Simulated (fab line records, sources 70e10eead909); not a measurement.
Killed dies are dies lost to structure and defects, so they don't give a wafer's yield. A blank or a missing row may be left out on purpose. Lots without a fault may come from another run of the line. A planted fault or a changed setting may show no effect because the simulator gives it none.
fab line records | flow nand_harc
record lots=24 wafers=72 last_day=33
route steps=1302 shown A_CONTACT@1106 A_M0@1159 A_M1@1189 A_BONDPAD@1203
lots that met no fault: from a run of the same line without faults
start_h: hours from the record's first day to the start of the lot's first wafer shown | wait_h: hours since the lot's step before | " the same as in the row above | L1.1+2: a row that stands for several wafers | - no value, or no start given | * or withheld: withheld | < > ~ a bound
route shown NAME@n: a module of which the file shows steps, and the number in the route of the first | usual: mean/standard deviation of fault-free wafers | same: alike in all rows | chamber/n: place in a boat | sites: the reading at each site | _std_site: their standard deviation | _edge_site: outer sites' mean less inner sites' | radius_mm: how far each site lies from the wafer's centre | mask NAME#n: copy n | behind: the tool/chamber that last shaped the wafer | hold: why the lot was held/for how many hours/how that ended | device: the transistor (n, p or np) that didn't switch | end of line: the same wafers' tests at the end of the route | a step without rows: its recipe alone | killed: dies lost to structure and defects at the first sort, not the wafer's yield | map: a wafer's dies, x killed, . not, _ none there
set.NAME: the setting as run; set.NAME@STEP: as run at that earlier step | model.NAME: the simulator's own value behind a step, which no gauge read
steps of the route over a sample of lots; a table a step, a row a wafer
services: from which hour (start_h, from the record's first day; less than 0 if before it) a tool's chamber was out of use, for how many hours, and why
## steps
# step NHARC_A_CONTACT_INSPECT_23
# usual raw_defect_count=486/110
# columns lot.wafer tool chamber start_h wait_h raw_defect_count
L076.2 defect_inspect-02 - 523.20 0.1 473
L076.3 " - " " 706
L076.6 " - " " 408
L075.2 defect_inspect-01 - 529.28 0.1 648
L075.4 " - " " 497
L075.6 " - " " 665
L074.1 defect_inspect-02 - 530.82 0.1 573
L074.2 " - " " 351
L074.3 " - " " 328
L077.4 defect_inspect-02 - 547.66 0.1 477
L077.5 " - " " 390
L077.6 " - " " 466
L078.3 defect_inspect-02 - 548.51 0.1 558
L078.4 " - " " 654
L078.6 " - " " 497
L080.3 defect_inspect-02 - 559.38 0.1 580
L080.4 " - " " 625
L080.5 " - " " 535
L079.1 defect_inspect-02 - 560.64 0.1 410
L079.4 " - " " 539
L079.5 " - " " 485
L081.2 defect_inspect-02 - 579.30 0.1 465
L081.3 " - " " 351
L081.5 " - " " 438
L084.1 defect_inspect-02 - 603.13 0.1 489
L084.3 " - " " 587
L084.6 " - " " 427
L082.2 defect_inspect-01 - 603.47 0.1 417
L082.4 " - " " 309
L082.5 " - " " 541
L083.1 defect_inspect-01 - 606.97 0.1 332
L083.5 " - " " 356
L083.6 " - " " 313
L085.3 defect_inspect-01 - 628.60 0.1 439
L085.4 " - " " 495
L085.6 " - " " 451
L086.4 defect_inspect-02 - 632.12 0.1 519
L086.5 " - " " 671
L086.6 " - " " 634
L087.1 defect_inspect-02 - 633.89 0.1 442
L087.3 " - " " 765
L087.4 " - " " 633
L088.2 defect_inspect-02 - 651.03 0.1 489
L088.4 " - " " 667
L088.5 " - " " 418
L089.1 defect_inspect-01 - 652.16 0.1 426
L089.3 " - " " 420
L089.6 " - " " 437
L090.1 defect_inspect-01 - 688.66 0.1 657
L090.3 " - " " 736
L090.4 " - " " 622
L091.2 defect_inspect-02 - 699.77 0.1 322
L091.3 " - " " 386
L091.5 " - " " 473
L093.1 defect_inspect-02 - 702.98 0.1 354
L093.3 " - " " 497
L093.5 " - " " 413
L094.2 defect_inspect-02 - 703.86 0.1 326
L094.4 " - " " 357
L094.6 " - " " 416
L092.1 defect_inspect-01 - 709.93 0.1 498
L092.2 " - " " 575
L092.4 " - " " 503
L095.2 defect_inspect-01 - 726.68 0.1 489
L095.4 " - " " 439
L095.5 " - " " 664
L096.4 defect_inspect-02 - 732.06 0.1 398
L096.5 " - " " 536
L096.6 " - " " 451
L097.2 defect_inspect-01 - 733.36 0.1 356
L097.3 " - " " 336
L097.4 " - " " 361
# step NHARC_A_M0_PVD_21
# recipe target_thk_a=300 chamber_pressure_pa=5 power_w=5000 substrate_temp_c=30 time_s=20.49 material=Cu
# usual chamber_pressure_pa=5.000/0.0098 throttle_valve_pct=29.6/0.99
# columns lot.wafer tool chamber start_h wait_h chamber_pressure_pa throttle_valve_pct
L076.2 pvd_sputter-01 - - - 4.991 29.0
L076.3 " - " " 5.012 30.6
L076.6 " - " " 4.992 30.7
L075.4 pvd_sputter-02 - - - 5.000 30.0
L075.2 " - " " 4.991 30.7
L075.6 " - " " 5.001 29.6
L074.2 pvd_sputter-03 - - - 4.981 30.0
L074.3 " - " " 4.998 29.4
L074.1 " - " " 5.015 28.3
L077.4 pvd_sputter-03 - - - 4.999 28.4
L077.6 " - " " 4.985 30.2
L077.5 " - " " 5.009 28.6
L078.4 pvd_sputter-02 - - - 4.985 29.7
L078.3 " - " " 5.006 30.3
L078.6 " - " " 4.992 29.8
L080.4 pvd_sputter-02 - - - 5.006 31.0
L080.3 " - " " 5.005 30.2
L080.5 " - " " 5.009 31.0
L079.4 pvd_sputter-01 - - - 5.003 28.5
L079.1 " - " " 4.999 30.7
L079.5 " - " " 4.972 28.9
L081.3 pvd_sputter-02 - - - 4.999 30.7
L081.2 " - " " 4.997 30.0
L081.5 " - " " 5.007 31.0
L084.3 pvd_sputter-02 - - - 5.003 29.9
L084.1 " - " " 5.002 30.7
L084.6 " - " " 5.007 31.1
L082.4 pvd_sputter-01 - - - 4.993 27.9
L082.2 " - " " 4.996 30.9
L082.5 " - " " 5.011 29.2
L083.1 pvd_sputter-01 - - - 4.999 29.1
L083.5 " - " " 5.017 30.3
L083.6 " - " " 4.992 30.7
L085.3 pvd_sputter-03 - - - 5.008 29.3
L085.4 " - " " 4.994 30.0
L085.6 " - " " 5.011 28.5
L086.4 pvd_sputter-01 - - - 4.991 27.4
L086.6 " - " " 5.009 27.6
L086.5 " - " " 5.018 29.1
L087.4 pvd_sputter-01 - - - 4.980 30.3
L087.3 " - " " 5.014 27.6
L087.1 " - " " 5.017 29.0
L088.2 pvd_sputter-01 - - - 5.011 29.1
L088.4 " - " " 4.987 30.3
L088.5 " - " " 4.979 30.5
L089.1 pvd_sputter-03 - - - 4.996 28.3
L089.3 " - " " 4.996 29.1
L089.6 " - " " 5.001 29.9
L090.3 pvd_sputter-03 - - - 5.003 28.5
L090.4 " - " " 4.992 28.9
L090.1 " - " " 5.000 29.5
L091.2 pvd_sputter-02 - - - 4.993 30.3
L091.3 " - " " 4.988 29.6
L091.5 " - " " 4.982 30.2
L093.3 pvd_sputter-02 - - - 4.991 31.1
L093.1 " - " " 5.002 29.8
L093.5 " - " " 4.994 30.1
L094.2 pvd_sputter-01 - - - 5.000 30.2
L094.4 " - " " 5.009 27.3
L094.6 " - " " 5.007 29.1
L092.4 pvd_sputter-02 - - - 4.981 30.8
L092.2 " - " " 4.996 29.7
L092.1 " - " " 4.998 29.9
L095.2 pvd_sputter-03 - - - 5.002 30.1
L095.4 " - " " 5.009 28.0
L095.5 " - " " 5.010 28.1
L096.4 pvd_sputter-01 - - - 5.015 30.0
L096.5 " - " " 5.012 29.4
L096.6 " - " " 5.004 30.1
L097.4 pvd_sputter-01 - - - 4.997 29.4
L097.3 " - " " 5.003 30.4
L097.2 " - " " 5.015 27.5
# step NHARC_A_M0_INSPECT_27
# usual raw_defect_count=533/140
# columns lot.wafer tool chamber start_h wait_h raw_defect_count
L076.2 defect_inspect-02 - 530.39 0.0 326
L076.3 " - " " 344
L076.6 " - " " 351
L075.2 defect_inspect-02 - 536.42 0.0 512
L075.4 " - " " 559
L075.6 " - " " 733
L074.1 defect_inspect-01 - 538.04 0.0 418
L074.2 " - " " 433
L074.3 " - " " 435
L077.4 defect_inspect-02 - 554.90 0.0 723
L077.5 " - " " 500
L077.6 " - " " 406
L078.3 defect_inspect-02 - 555.54 0.0 363
L078.4 " - " " 347
L078.6 " - " " 289
L080.3 defect_inspect-01 - 566.49 0.0 395
L080.4 " - " " 460
L080.5 " - " " 564
L079.1 defect_inspect-01 - 568.15 0.0 402
L079.4 " - " " 446
L079.5 " - " " 542
L081.2 defect_inspect-02 - 586.35 0.0 399
L081.3 " - " " 448
L081.5 " - " " 442
L084.1 defect_inspect-01 - 610.11 0.0 506
L084.3 " - " " 467
L084.6 " - " " 477
L082.2 defect_inspect-02 - 610.68 0.0 490
L082.4 " - " " 428
L082.5 " - " " 517
L083.1 defect_inspect-01 - 614.54 0.0 353
L083.5 " - " " 611
L083.6 " - " " 658
L085.3 defect_inspect-02 - 636.36 0.0 632
L085.4 " - " " 553
L085.6 " - " " 614
L086.4 defect_inspect-01 - 639.22 0.0 533
L086.5 " - " " 389
L086.6 " - " " 443
L087.1 defect_inspect-01 - 641.59 0.0 662
L087.3 " - " " 1052
L087.4 " - " " 866
L088.2 defect_inspect-01 - 658.09 0.0 616
L088.4 " - " " 738
L088.5 " - " " 768
L089.1 defect_inspect-01 - 659.35 0.0 764
L089.3 " - " " 523
L089.6 " - " " 523
L090.1 defect_inspect-02 - 695.88 0.0 677
L090.3 " - " " 778
L090.4 " - " " 472
L091.2 defect_inspect-02 - 707.00 0.0 588
L091.3 " - " " 578
L091.5 " - " " 550
L093.1 defect_inspect-01 - 710.39 0.0 678
L093.3 " - " " 553
L093.5 " - " " 500
L094.2 defect_inspect-02 - 711.12 0.0 530
L094.4 " - " " 480
L094.6 " - " " 371
L092.1 defect_inspect-02 - 717.31 0.0 769
L092.2 " - " " 695
L092.4 " - " " 537
L095.2 defect_inspect-01 - 734.06 0.0 425
L095.4 " - " " 405
L095.5 " - " " 482
L096.4 defect_inspect-01 - 739.75 0.0 449
L096.5 " - " " 491
L096.6 " - " " 453
L097.2 defect_inspect-01 - 740.69 0.0 883
L097.3 " - " " 644
L097.4 " - " " 532
# step NHARC_A_M1_DEGAS_29
# recipe temp_c=250 time_s=60
# usual heater_power_w=334/29
# columns lot.wafer tool chamber start_h wait_h heater_power_w
L076.3 pvd_sputter-02 - 533.29 - 352
L076.2 " - " " 279
L076.6 " - " " 358
L075.4 pvd_sputter-01 - 539.18 - 312
L075.2 " - " " 338
L075.6 " - " " 325
L074.2 pvd_sputter-01 - 540.65 - 296
L074.3 " - " " 352
L074.1 " - " " 324
L077.4 pvd_sputter-02 - 557.39 - 346
L077.6 " - " " 362
L077.5 " - " " 284
L078.3 pvd_sputter-01 - 558.14 - 320
L078.4 " - " " 320
L078.6 " - " " 318
L080.3 pvd_sputter-03 - 569.09 - 306
L080.4 " - " " 354
L080.5 " - " " 368
L079.4 pvd_sputter-03 - 570.61 - 363
L079.1 " - " " 354
L079.5 " - " " 310
L081.3 pvd_sputter-03 - 589.00 - 379
L081.2 " - " " 303
L081.5 " - " " 356
L084.1 pvd_sputter-03 - 612.66 - 348
L084.3 " - " " 374
L084.6 " - " " 371
L082.2 pvd_sputter-02 - 613.23 - 363
L082.4 " - " " 276
L082.5 " - " " 328
L083.1 pvd_sputter-03 - 617.57 - 299
L083.5 " - " " 352
L083.6 " - " " 364
L085.4 pvd_sputter-03 - 638.94 - 368
L085.3 " - " " 338
L085.6 " - " " 360
L086.4 pvd_sputter-03 - 641.82 - 303
L086.6 " - " " 302
L086.5 " - " " 348
L087.1 pvd_sputter-03 - 644.10 - 357
L087.4 " - " " 298
L087.3 " - " " 347
L088.4 pvd_sputter-02 - 660.63 - 339
L088.2 " - " " 348
L088.5 " - " " 339
L089.1 pvd_sputter-03 - 661.89 - 303
L089.3 " - " " 346
L089.6 " - " " 363
L090.3 pvd_sputter-03 - 698.48 - 353
L090.1 " - " " 378
L090.4 " - " " 303
L091.3 pvd_sputter-02 - 709.60 - 348
L091.2 " - " " 283
L091.5 " - " " 353
L093.1 pvd_sputter-02 - 712.98 - 290
L093.3 " - " " 356
L093.5 " - " " 343
L094.2 pvd_sputter-01 - 713.73 - 279
L094.4 " - " " 328
L094.6 " - " " 325
L092.4 pvd_sputter-02 - 719.90 - 346
L092.2 " - " " 355
L092.1 " - " " 353
L095.2 pvd_sputter-02 - 736.64 - 277
L095.4 " - " " 349
L095.5 " - " " 341
L096.4 pvd_sputter-02 - 742.35 - 283
L096.5 " - " " 282
L096.6 " - " " 343
L097.2 pvd_sputter-02 - 743.32 - 288
L097.4 " - " " 355
L097.3 " - " " 348
# step NHARC_A_M1_DEP_33
# recipe target_thk_a=300 temp_c=370 target_thk_nm=30 pressure_torr=3 flow_sccm=200 rf_w=450 material=SiCN
# usual heater_power_w=574/80
# columns lot.wafer tool chamber start_h wait_h heater_power_w
L076.3 pecvd-02 2 535.12 0.1 569
L076.2 " 0 " " 560
L076.6 " 1 " " 509
L075.2 pecvd-02 2 540.96 0.1 581
L075.6 " 0 " " 577
L075.4 " 1 " " 486
L074.1 pecvd-02 1 542.36 0.1 511
L074.2 " 2 " " 605
L074.3 " 0 " " 621
L077.4 pecvd-02 1 559.54 0.2 529
L077.6 " 2 " " 573
L077.5 " 0 " " 511
L078.3 pecvd-04 1 559.84 0.1 522
L078.6 " 1 " " 534
L078.4 " 0 " " 553
L080.3 pecvd-02 1 570.89 0.1 571
L080.4 " 0 " " 594
L080.5 " 1 " " 567
L079.1 pecvd-04 2 572.36 0.1 723
L079.4 " 2 " " 713
L079.5 " 0 " " 607
L081.2 pecvd-03 1 590.69 0.1 551
L081.3 " 2 " " 516
L081.5 " 2 " " 531
L084.1 pecvd-02 0 614.37 0.1 530
L084.3 " 1 " " 434
L084.6 " 2 " " 534
L082.2 pecvd-03 1 614.95 0.1 461
L082.4 " 0 " " 699
L082.5 " 1 " " 471
L083.1 pecvd-03 0 619.30 0.1 766
L083.5 " 2 " " 521
L083.6 " 0 " " 761
L085.3 pecvd-03 2 640.63 0.1 545
L085.6 " 2 " " 537
L085.4 " 0 " " 745
L086.6 pecvd-02 0 643.65 0.2 596
L086.4 " 1 " " 473
L086.5 " 2 " " 631
L087.3 pecvd-03 0 645.85 0.1 778
L087.1 " 1 " " 531
L087.4 " 1 " " 538
L088.2 pecvd-02 0 662.40 0.1 591
L088.4 " 2 " " 579
L088.5 " 1 " " 492
L089.3 pecvd-02 1 663.58 0.1 472
L089.1 " 0 " " 563
L089.6 " 1 " " 443
L090.3 pecvd-03 0 700.18 0.1 680
L090.1 " 1 " " 524
L090.4 " 1 " " 520
L091.3 pecvd-02 2 711.34 0.1 594
L091.2 " 0 " " 623
L091.5 " 2 " " 610
L093.1 pecvd-02 1 714.72 0.1 490
L093.3 " 2 " " 566
L093.5 " 1 " " 494
L094.2 pecvd-02 0 715.48 0.1 628
L094.4 " 2 " " 592
L094.6 " 1 " " 469
L092.2 pecvd-04 1 721.62 0.1 496
L092.1 " 0 " " 638
L092.4 " 2 " " 692
L095.2 pecvd-04 0 738.53 0.1 567
L095.5 " 2 " " 654
L095.4 " 0 " " 577
L096.5 pecvd-03 0 744.17 0.2 787
L096.4 " 1 " " 480
L096.6 " 2 " " 593
L097.2 pecvd-02 1 745.57 0.1 512
L097.3 " 2 " " 630
L097.4 " 0 " " 534
# step NHARC_A_BONDPAD_CMP_29
# recipe target_thk_nm=200 material=SiCN
# usual motor_current_A=11.7/1.1 slurry_flow_ml_min=150.0/0.46
# columns lot.wafer tool chamber start_h wait_h motor_current_A slurry_flow_ml_min
L076.3 cmp-01 1 536.06 - 10.1 148.8
L076.2 " 2 " " 11.2 150.3
L076.6 " 2 " " 10.6 151.0
L075.4 cmp-04 2 541.83 - 13.1 150.3
L075.2 " 0 " " 11.5 149.8
L075.6 " 3 " " 10.5 148.9
L074.2 cmp-01 2 543.32 - 11.2 149.3
L074.1 " 0 " " 9.5 150.0
L074.3 " 1 " " 10.2 149.4
L077.4 cmp-04 0 560.51 0.3 12.3 149.6
L077.5 " 0 " " 11.9 150.1
L077.6 " 1 " " 11.9 149.3
L078.4 cmp-01 3 560.80 - 10.9 149.6
L078.3 " 0 " " 9.8 150.0
L078.6 " 0 " " 9.6 149.6
L080.3 cmp-02 3 571.76 - 11.8 151.0
L080.4 " 0 " " 12.8 150.5
L080.5 " 0 " " 12.6 150.4
L079.1 cmp-04 3 573.28 - 11.0 150.9
L079.4 " 2 " " 12.8 149.9
L079.5 " 0 " " 11.3 150.5
L081.2 cmp-04 0 591.65 - 11.6 150.0
L081.3 " 1 " " 12.3 149.7
L081.5 " 1 " " 11.9 150.0
L084.1 cmp-02 0 615.33 - 12.4 149.8
L084.3 " 2 " " 12.7 150.2
L084.6 " 0 " " 13.0 150.1
L082.2 cmp-04 2 615.86 - 13.2 150.6
L082.4 " 1 " " 11.6 150.7
L082.5 " 2 " " 13.0 150.5
L083.1 cmp-02 2 620.26 - 12.1 150.1
L083.6 " 0 " " 12.8 149.8
L083.5 " 1 " " 13.4 150.4
L085.4 cmp-01 2 641.62 - 11.1 149.8
L085.3 " 3 " " 10.5 150.4
L085.6 " 3 " " 10.7 150.3
L086.4 cmp-04 1 644.53 - 12.3 149.5
L086.5 " 3 " " 10.5 150.1
L086.6 " 0 " " 11.8 150.1
L087.3 cmp-01 2 646.84 - 11.7 150.0
L087.1 " 3 " " 10.8 149.3
L087.4 " 0 " " 9.5 149.8
L088.4 cmp-04 2 663.32 - 12.0 149.5
L088.2 " 0 " " 11.7 150.3
L088.5 " 3 " " 10.0 150.2
L089.3 cmp-02 3 664.57 - 12.1 150.3
L089.1 " 1 " " 12.8 150.3
L089.6 " 3 " " 11.9 149.9
L090.4 cmp-02 0 701.16 - 13.0 150.4
L090.1 " 1 " " 13.1 150.0
L090.3 " 2 " " 12.2 150.0
L091.2 cmp-04 3 712.32 - 10.2 149.7
L091.3 " 0 " " 12.1 149.5
L091.5 " 1 " " 12.0 150.0
L093.3 cmp-04 0 715.64 - 12.5 150.1
L093.1 " 1 " " 12.1 149.5
L093.5 " 1 " " 12.6 150.4
L094.2 cmp-04 3 716.58 0.5 10.4 149.8
L094.4 " 0 " " 12.0 150.4
L094.6 " 1 " " 11.7 149.8
L092.2 cmp-04 2 722.58 - 13.1 150.1
L092.4 " 3 " " 10.5 150.8
L092.1 " 1 " " 11.9 150.8
L095.4 cmp-02 0 739.48 - 12.8 150.4
L095.2 " 1 " " 12.6 149.7
L095.5 " 0 " " 12.7 149.7
L096.4 cmp-01 3 745.01 - 10.3 149.9
L096.6 " 3 " " 10.1 149.9
L096.5 " 0 " " 9.7 150.0
L097.3 cmp-04 3 746.48 - 11.1 149.3
L097.4 " 0 " " 11.8 150.3
L097.2 " 2 " " 13.5 150.7
## services
# columns tool chamber start_h hours kind
pecvd-02 - 523.34 4.7 repair
pvd_sputter-03 - 526.00 10.0 pm
cmp-02 - 526.57 4.0 pm
pvd_sputter-01 - 533.44 1.6 repair
cmp-01 - 539.12 3.0 repair
cmp-04 - 540.71 0.6 repair
cmp-01 - 546.55 0.5 repair
pecvd-03 - 547.16 13.0 pm
cmp-01 - 550.59 0.6 repair
pecvd-03 - 579.43 0.7 repair
pvd_sputter-01 - 582.00 10.0 pm
pecvd-02 - 589.39 13.0 pm
cmp-04 - 601.00 4.0 pm
cmp-04 - 626.61 0.3 repair
pecvd-02 0 630.32 4.3 repair
pvd_sputter-02 - 638.03 10.0 pm
pecvd-02 1 653.96 5.4 repair
cmp-04 - 668.99 1.9 repair
cmp-04 - 696.37 0.6 repair
cmp-04 - 699.00 4.0 pm
pvd_sputter-03 - 704.00 10.0 pm
pvd_sputter-01 - 724.19 2.4 repair
pecvd-03 - 728.16 13.0 pm
pecvd-03 - 744.56 4.1 repair
## key
fault none
